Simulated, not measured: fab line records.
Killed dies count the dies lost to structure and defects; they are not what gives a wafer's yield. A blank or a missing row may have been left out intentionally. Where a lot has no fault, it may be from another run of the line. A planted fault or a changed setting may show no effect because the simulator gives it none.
What tool caused it? :: flow n5_finfet :: 33 wafers from 12 lots sampled at 4 of the route's 1938 steps

## WHAT EACH GAUGE READ, for each wafer
N5_MIM_BOT_LITHO_CD_MEAS_08: the cd target is 3000 nm.
lot: L864
measured: day 13 11:08
on: cd_sem-02
cd_nm (nm): 3001.8 3004.2

lot: L865
measured: day 14 02:07
on: cd_sem-01
cd_nm (nm): 3000.7 3000.8

lot: L869
measured: day 14 22:31
on: cd_sem-01
cd_nm (nm): 2999.9 2997.3 2997.3

lot: L871
measured: day 15 15:56
on: cd_sem-02
cd_nm (nm): 3002.1 3000.5 3000.6

lot: L874
measured: day 16 07:18
on: cd_sem-03
cd_nm (nm): 3003.1 3002.2 3002.8

lot: L873
measured: day 16 21:25
on: cd_sem-01
cd_nm (nm): 3004.3 3002.3

lot: L877
measured: day 17 08:55
on: cd_sem-02
cd_nm (nm): 2998.3 2999.5 2998.1

lot: L875
measured: day 17 17:05
on: cd_sem-03
cd_nm (nm): 3000.6 2999.3 2998.9

lot: L882
measured: day 18 16:29
on: cd_sem-02
cd_nm (nm): 3002.7 3000.4 3003.4

lot: L883
measured: day 18 16:39
on: cd_sem-01
cd_nm (nm): 3002.7 3000.7 3000.6

lot: L884
measured: day 19 04:39
on: cd_sem-02
cd_nm (nm): 3001.2 3000.9 3001.4

lot: L885
measured: day 19 23:56
on: cd_sem-03
cd_nm (nm): 3001.6 3003.5 3002.1

N5_PASSIVATION_OVL_MEAS_63.
lot: L864
measured: day 13 14:35
on: overlay-02
PAD_OVL (nm): -4 -2

lot: L865
measured: day 14 06:47
on: overlay-02
PAD_OVL (nm): 0 -2

lot: L869
measured: day 15 03:42
on: overlay-02
PAD_OVL (nm): 11 11 4

lot: L871
measured: day 15 22:00
on: overlay-01
PAD_OVL (nm): -2 3 -4

lot: L874
measured: day 16 11:41
on: overlay-01
PAD_OVL (nm): 3 5 6

lot: L873
measured: day 17 01:38
on: overlay-01
PAD_OVL (nm): 0 5

lot: L877
measured: day 17 13:22
on: overlay-02
PAD_OVL (nm): -9 -13 -2

lot: L875
measured: day 17 20:11
on: overlay-01
PAD_OVL (nm): 0 2 6

lot: L882
measured: day 18 21:06
on: overlay-01
PAD_OVL (nm): -11 4 -2

lot: L883
measured: day 18 22:25
on: overlay-02
PAD_OVL (nm): 8 4 6

lot: L884
measured: day 19 07:40
on: overlay-02
PAD_OVL (nm): 3 10 -1

lot: L885
measured: day 20 03:49
on: overlay-01
PAD_OVL (nm): -5 -1 -1

## TOOL THAT RAN EACH LOT (tool first, then ch and the chambers of the sampled wafers, then the start)
lot: L864
N5_BEOL_M15_PRE_CLEAN_42: pvd_sputter-01, day 13 00:47
N5_PASSIVATION_VIA_ETCH_13: rie_diel-06 ch 2,3, day 13 13:15

lot: L865
N5_BEOL_M15_PRE_CLEAN_42: pvd_sputter-03, day 13 16:13
N5_PASSIVATION_VIA_ETCH_13: rie_diel-05 ch 2,3, day 14 05:37

lot: L869
N5_BEOL_M15_PRE_CLEAN_42: pvd_sputter-03, day 14 17:35
N5_PASSIVATION_VIA_ETCH_13: rie_diel-02 ch 1,2,3, day 15 00:08

lot: L871
N5_BEOL_M15_PRE_CLEAN_42: pvd_sputter-01, day 15 09:59
N5_PASSIVATION_VIA_ETCH_13: rie_diel-02 ch 0,1,2, day 15 20:48

lot: L874
N5_BEOL_M15_PRE_CLEAN_42: pvd_sputter-03, day 16 02:13
N5_PASSIVATION_VIA_ETCH_13: rie_diel-02 ch 0,1,2, day 16 10:02

lot: L873
N5_BEOL_M15_PRE_CLEAN_42: pvd_sputter-03, day 16 12:04
N5_PASSIVATION_VIA_ETCH_13: rie_diel-06 ch 1,2, day 16 23:25

lot: L877
N5_BEOL_M15_PRE_CLEAN_42: pvd_sputter-01, day 17 02:02
N5_PASSIVATION_VIA_ETCH_13: rie_diel-02 ch 1,2,3, day 17 11:50

lot: L875
N5_BEOL_M15_PRE_CLEAN_42: pvd_sputter-01, day 17 12:09
N5_PASSIVATION_VIA_ETCH_13: rie_diel-06 ch 2,3, day 17 18:50

lot: L882
N5_BEOL_M15_PRE_CLEAN_42: pvd_sputter-03, day 18 10:13
N5_PASSIVATION_VIA_ETCH_13: rie_diel-05 ch 0,2,3, day 18 19:59

lot: L883
N5_BEOL_M15_PRE_CLEAN_42: pvd_sputter-02, day 18 10:23
N5_PASSIVATION_VIA_ETCH_13: rie_diel-06 ch 1,2, day 18 20:17

lot: L884
N5_BEOL_M15_PRE_CLEAN_42: pvd_sputter-03, day 18 22:43
N5_PASSIVATION_VIA_ETCH_13: rie_diel-06 ch 0,1, day 19 06:32

lot: L885
N5_BEOL_M15_PRE_CLEAN_42: pvd_sputter-03, day 19 17:25
N5_PASSIVATION_VIA_ETCH_13: rie_diel-05 ch 0,1,3, day 20 01:56
- N5_BEOL_M15_PRE_CLEAN_42: time 30 s.
- N5_PASSIVATION_VIA_ETCH_13: etches SiO2 in CHF3/O2, target depth 660 nm, time 330 s.

## WHAT THE TOOLS THEMSELVES READ (means of the sampled wafers that have a number; where no wafer has one, the mark that the record gives instead)
N5_BEOL_M15_PRE_CLEAN_42.
lot: L864
tool: pvd_sputter-01
heater_power_w (W): 484

lot: L865
tool: pvd_sputter-03
heater_power_w (W): 411

lot: L869
tool: pvd_sputter-03
heater_power_w (W): 463

lot: L871
tool: pvd_sputter-01
heater_power_w (W): 444

lot: L874
tool: pvd_sputter-03
heater_power_w (W): 452

lot: L873
tool: pvd_sputter-03
heater_power_w (W): 452

lot: L877
tool: pvd_sputter-01
heater_power_w (W): 443

lot: L875
tool: pvd_sputter-01
heater_power_w (W): 456

lot: L882
tool: pvd_sputter-03
heater_power_w (W): 441

lot: L883
tool: pvd_sputter-02
heater_power_w (W): 487

lot: L884
tool: pvd_sputter-03
heater_power_w (W): 460

lot: L885
tool: pvd_sputter-03
heater_power_w (W): 471

N5_PASSIVATION_VIA_ETCH_13.
lot: L864
tool: rie_diel-06
drypump_motor_current_A (A): 5.6
etch_rf_on_time_s (s): 239
oes_product_au (a.u.): 0.64
rf_vpp_V (V): 522
showerhead_plenum_p_Torr (Torr): 2.49
throttle_valve_pct (%): 19.03

lot: L865
tool: rie_diel-05
drypump_motor_current_A (A): 5.7
etch_rf_on_time_s (s): 235
oes_product_au (a.u.): 0.78
rf_vpp_V (V): 532
showerhead_plenum_p_Torr (Torr): 2.40
throttle_valve_pct (%): 18.73

lot: L869
tool: rie_diel-02
drypump_motor_current_A (A): 5.8
etch_rf_on_time_s (s): 230
oes_product_au (a.u.): 0.71
rf_vpp_V (V): 518
showerhead_plenum_p_Torr (Torr): 2.35
throttle_valve_pct (%): 18.83

lot: L871
tool: rie_diel-02
drypump_motor_current_A (A): 5.6
etch_rf_on_time_s (s): 240
oes_product_au (a.u.): 0.65
rf_vpp_V (V): 521
showerhead_plenum_p_Torr (Torr): 2.40
throttle_valve_pct (%): 19.08

lot: L874
tool: rie_diel-02
drypump_motor_current_A (A): 5.6
etch_rf_on_time_s (s): 236
oes_product_au (a.u.): 0.65
rf_vpp_V (V): 520
showerhead_plenum_p_Torr (Torr): 2.40
throttle_valve_pct (%): 19.08

lot: L873
tool: rie_diel-06
drypump_motor_current_A (A): 6.0
etch_rf_on_time_s (s): 234
oes_product_au (a.u.): 0.72
rf_vpp_V (V): 526
showerhead_plenum_p_Torr (Torr): 2.42
throttle_valve_pct (%): 18.77

lot: L877
tool: rie_diel-02
drypump_motor_current_A (A): 5.7
etch_rf_on_time_s (s): 235
oes_product_au (a.u.): 0.70
rf_vpp_V (V): 517
showerhead_plenum_p_Torr (Torr): 2.34
throttle_valve_pct (%): 18.86

lot: L875
tool: rie_diel-06
drypump_motor_current_A (A): 5.6
etch_rf_on_time_s (s): 246
oes_product_au (a.u.): 0.61
rf_vpp_V (V): 521
showerhead_plenum_p_Torr (Torr): 2.47
throttle_valve_pct (%): 19.09

lot: L882
tool: rie_diel-05
drypump_motor_current_A (A): 5.5
etch_rf_on_time_s (s): 231
oes_product_au (a.u.): 0.72
rf_vpp_V (V): 523
showerhead_plenum_p_Torr (Torr): 2.37
throttle_valve_pct (%): 18.79

lot: L883
tool: rie_diel-06
drypump_motor_current_A (A): 5.9
etch_rf_on_time_s (s): 233
oes_product_au (a.u.): 0.69
rf_vpp_V (V): 524
showerhead_plenum_p_Torr (Torr): 2.43
throttle_valve_pct (%): 18.90

lot: L884
tool: rie_diel-06
drypump_motor_current_A (A): 6.1
etch_rf_on_time_s (s): 230
oes_product_au (a.u.): 0.75
rf_vpp_V (V): 533
showerhead_plenum_p_Torr (Torr): 2.33
throttle_valve_pct (%): 18.79

lot: L885
tool: rie_diel-05
drypump_motor_current_A (A): 5.3
etch_rf_on_time_s (s): 236
oes_product_au (a.u.): 0.76
rf_vpp_V (V): 520
showerhead_plenum_p_Torr (Torr): 2.38
throttle_valve_pct (%): 18.78

## THE ANSWER, worked out from the rows above alone
Rule: usual is defined by the lots themselves. Put in order of their means at a reading, lots are off if they are a third of the lots or fewer, leave a main group of 4 or more, and stand apart from it by a gap of 3 or more times the standard deviation of the main group's means; of several such gaps the widest counts. The tables above print the reading to a certain number of digits; a main group whose means all agree to those digits is not used. Also off: a lot with no number at a reading for which 4 or more lots have one. The other lots that the step has rows for count as sound. The gauges are gone through in route order, then the tools' own readings, and for those a lot's mean is taken as printed above. At the first step where some lot is off, the reading lying furthest off is the one used; lots without a number count as furthest.
Nothing can be told from this: no lot is off at any reading shown.

## WHAT HAD BEEN PUT IN BY THE SIMULATOR
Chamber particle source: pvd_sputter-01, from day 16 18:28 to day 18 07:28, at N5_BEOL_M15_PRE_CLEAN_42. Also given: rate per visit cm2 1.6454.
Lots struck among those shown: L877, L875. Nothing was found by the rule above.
